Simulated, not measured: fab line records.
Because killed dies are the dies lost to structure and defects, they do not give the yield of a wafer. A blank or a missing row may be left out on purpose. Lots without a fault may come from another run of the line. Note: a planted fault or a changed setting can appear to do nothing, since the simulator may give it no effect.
Struck lot and sound lot, side by side | flow nand_harc | 14 out of 1302 route steps
Sound: these wafers, L129.1, L129.2, L129.6. Struck: wafers L138.1, L138.4, L138.6. Last of all comes the cause.
For every step that has rows: the tool of each side, followed by ch and its chambers, followed by its first start. Under that, the readings that differ: sound wafers | struck wafers | difference of the means | sigmas: that difference in standard deviations of wafers without a fault.
alike: words and numbers the same on both sides, and readings whose means are apart by under 2 such deviations; not compared: readings that were withheld, readings missing a value for some wafer, numbers with overlapping values and no deviation given by the record, and bounds like >300 which may hide the same value.
A row with sigmas, a row that says differs or no value, or rows on one side alone: a step with any of these is where the two part. Non-overlapping numbers with no deviation appear without sigmas and do not part them. A reading missing from all wafers of one side parts the sides only when that side holds two or more wafers.

first, 4 steps without rows for these wafers: NHARC_A_ZERO_WELL_STRIP_14 (strips in SPM, time 900 s); NHARC_A_ZERO_WELL_IMPLANT_15; NHARC_A_ZERO_WELL_PRECLEAN_22 (cleans in SC1, time 60 s); NHARC_A_ZERO_WELL_SRD_23.
NHARC_A_ZERO_WELL_RTA_16: time 10 s.
  sound on rtp_anneal-01 ch 0, day 7 05:24; struck on rtp_anneal-02 ch 0, day 10 18:08
  reading            | sound                | struck               | difference | sigmas
  anneal_temp_c_max  | 1008.3 1008.8 1008.2 | 1004.9 1004.3 1003.8 | -4.1       | -2
  lamp_power_pct (%) | 34.7 34.8 34.8       | 29.9 29.9 29.9       | -4.9       | -2
  alike: wafer_temp_C_max
NHARC_A_ZERO_WELL_INSPECT_17:
  sound: defect_inspect-02 at day 7 05:36; struck: defect_inspect-02 at day 10 18:20
  alike: raw_defect_count
then, 3 steps without rows for these wafers: NHARC_A_SOURCE_PLATE_PRECLEAN_00 (cleans in HF-LAST, time 60 s); NHARC_A_SOURCE_PLATE_SRD_01; NHARC_A_SOURCE_PLATE_OXIDE_02 (material SiO2, target thk 10 nm, ox time 1362 s).
NHARC_A_SOURCE_PLATE_THK_MEAS_09: measures by ellipsometry.
  sound: film_metro-01 at day 7 13:14; struck: film_metro-02 at day 11 01:34
  alike: thk_nm
then, 1 step without rows for these wafers: NHARC_A_SOURCE_PLATE_PVD_04 (deposits WSi2, target thk 50 nm).
NHARC_A_SOURCE_PLATE_CVD_03: deposits poly-Si, target thk 200 nm, time 4000 s.
  sound on lpcvd_poly-02 ch 0, day 7 15:43; struck on lpcvd_poly-02, day 11 04:02
  no value came back on the struck wafers for pressure_mtorr (mTorr), run_length_s (s), spike_tc_bottom_C (C); on the sound wafers pressure_mtorr (mTorr) reads 199.4 200.0 200.1
then, 1 step without rows for these wafers: NHARC_A_SOURCE_PLATE_ANNEAL_05 (time 1800 s).
NHARC_A_SOURCE_PLATE_THK_MEAS_06: measures by ellipsometry.
  sound: film_metro-02 at day 8 02:50; struck: film_metro-01 at day 11 14:48
  reading     | sound             | struck         | difference | sigmas
  thk_nm (nm) | 197.2 197.1 196.6 | 49.9 48.7 47.4 | -148.3     | -64

== WHERE THEY PART ==
Last at NHARC_A_SOURCE_PLATE_THK_MEAS_06 as far as this record goes, first at NHARC_A_ZERO_WELL_RTA_16.

WHY: the cause the simulator had injected
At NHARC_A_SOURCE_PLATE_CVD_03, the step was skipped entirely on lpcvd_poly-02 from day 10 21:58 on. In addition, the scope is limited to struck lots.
